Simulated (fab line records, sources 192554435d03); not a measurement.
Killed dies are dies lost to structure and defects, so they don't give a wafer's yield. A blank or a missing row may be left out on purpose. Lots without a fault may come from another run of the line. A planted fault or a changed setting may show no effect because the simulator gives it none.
A struck lot beside a sound one | flow n5_finfet | 27 steps out of a route of 1938
Sound: wafers L182.3, L182.5, L182.6. Struck: wafers L181.1, L181.2, L181.3. The cause comes at the end.
At each step with rows: each side's tool, then ch and its chambers, then its first start. Under that, the readings that differ: sound wafers | struck wafers | difference of the means | sigmas: that difference in standard deviations of wafers without a fault.
alike: readings whose means differ by less than 2 such deviations, and words and numbers that are the same on both sides. not compared: withheld readings, readings that some wafer has no value for, bounds like >300 that may hide the same value, and numbers for which the record gives no deviation and whose values overlap.
The two part at a step that has a row with sigmas, a row that says differs or no value, or rows on one side only. Numbers that don't overlap but have no deviation are shown without sigmas and don't part them. A reading that every wafer of one side lacks parts them only if that side has two wafers or more.

first, 11 steps without rows for these wafers: N5_BEOL_M1_STRIP_65 (strips in N2/H2); N5_BEOL_M1_STRIP_75 (strips in N2/H2); N5_BEOL_M1_STRIP_66 (strips in CF4); N5_BEOL_M1_HM_OPEN_17 (chemistry Cl2/BCl3, target TiN, target depth 20 nm, overetch 6 nm); N5_BEOL_M1_STRIP_19 (strips in O2); N5_BEOL_M1_COAT_67 (time 60 s, resist thk 60 nm); N5_BEOL_M1_COAT_68 (time 60 s, resist thk 12 nm); N5_BEOL_M1_COAT_76 (time 60 s, resist thk 5 nm); N5_BEOL_M1_COAT_22 (resist thk 30 nm); N5_BEOL_M1_EBR_24; N5_BEOL_M1_SOFTBAKE_23 (time 60 s).
N5_BEOL_M1_EXPOSE_25: exposes mask V0, defocus 5 nm, target cd 24 nm.
  sound on euv_scanner-02 ch 0, day 10 18:47; struck on euv_scanner-01 ch 0, day 10 12:24
  reading              | sound             | struck            | difference | sigmas
  exposure_dose_mJ_cm2 | 63.08 63.04 63.03 | 67.62 67.71 67.62 | +4.60      | +61
  alike: mask, reticle_temp_C
then, 2 steps without rows for these wafers: N5_BEOL_M1_PEB_26 (peb time 60 s); N5_BEOL_M1_DEVELOP_27 (develop time 30 s).
N5_BEOL_M1_CD_MEAS_28: target cd y 23.3 nm.
  sound on cd_sem-02 ch 0, day 10 18:55; struck on cd_sem-01 ch 0, day 10 12:33
  reading    | sound             | struck            | difference | sigmas
  cd_nm (nm) | 23.78 23.92 23.74 | 25.32 25.03 25.68 | +1.53      | +7
then, 8 steps without rows for these wafers: N5_BEOL_M1_DESCUM_33 (chemistry O2, time 7 s); N5_BEOL_M1_ETCH_77 (etches underlayer in N2/H2, target depth 6.5 nm, time 5.2 s); N5_BEOL_M1_ETCH_69 (etches SiARC in CF4, target depth 15.6 nm, time 26 s); N5_BEOL_M1_ALD_98 (deposits SiO2, target thk 2.5 nm, pulse time 1 s, co reactant pulse time 1 s); N5_BEOL_M1_ETCHBACK_99 (etches SiO2 in CHF3, target depth 5 nm, time 10.4 s); N5_BEOL_M1_ETCH_70 (etches SOC in N2/H2, target depth 80 nm, overetch 16 nm, time 120 s); N5_BEOL_M1_STRIP_71 (strips in N2/H2); N5_BEOL_M1_STRIP_78 (strips in N2/H2).
N5_BEOL_M1_VIA_ETCH_34: etches the open film in C4F6/O2, target depth 67.8 nm, time 64.4 s.
  sound on rie_diel-06 ch 0,3, day 10 22:16; struck on rie_diel-06 ch 1,2,3, day 10 14:14
  reading                  | sound          | struck       | difference | sigmas
  model.BEOL_M1.cd_nm (nm) | 17.8 18.4 17.8 | 19.2 19 19.6 | +1.3       |
  alike: drypump_motor_current_A, oes_product_au, rf_vpp_V, showerhead_plenum_p_Torr, throttle_valve_pct
  not compared: rf_hours_counter_h
then, 1 step without rows for these wafers: N5_BEOL_M1_STRIP_83 (strips in C4F6/O2).
N5_BEOL_M4_RC_MEAS_101:
  sound on prober-01 ch 0, day 12 18:44; struck on prober-02 ch 0, day 12 04:13
  alike: DIBL_N, DIBL_P, IOFF_N, IOFF_P, ION_N, ION_P, SS_N, SS_P, VT_N, VT_P
-- the record jumps here: 5 days lie between the struck wafers' starts before and after (it left off in module BEOL_M4 and takes up again in module PASSIVATION, whose first step shown is number 1936 of the route) --
N5_PASSIVATION_PROBE_49:
  sound on prober-02, day 16 23:13; struck on prober-02, day 16 16:43
  alike: defect_limited_yield, killed_at_M0_to_M3, killed_at_M4_up, killed_at_contacts, killed_at_front_end, killed_at_other, killed_dies, killed_open, killed_short, sort_bin_5_function, sort_bin_6_memory, sort_n_pass, sort_yield_pct

WHERE THEY PART
First at N5_BEOL_M1_EXPOSE_25; last, within this record, at N5_BEOL_M1_CD_MEAS_28. Later steps at which nothing parts them and some readings are alike: N5_BEOL_M1_VIA_ETCH_34, N5_BEOL_M4_RC_MEAS_101, N5_PASSIVATION_PROBE_49.

WHY: what the simulator had put in
Process parameter drift: euv_scanner-01, from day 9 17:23 on, at N5_BEOL_M1_EXPOSE_25. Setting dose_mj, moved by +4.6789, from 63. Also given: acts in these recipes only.
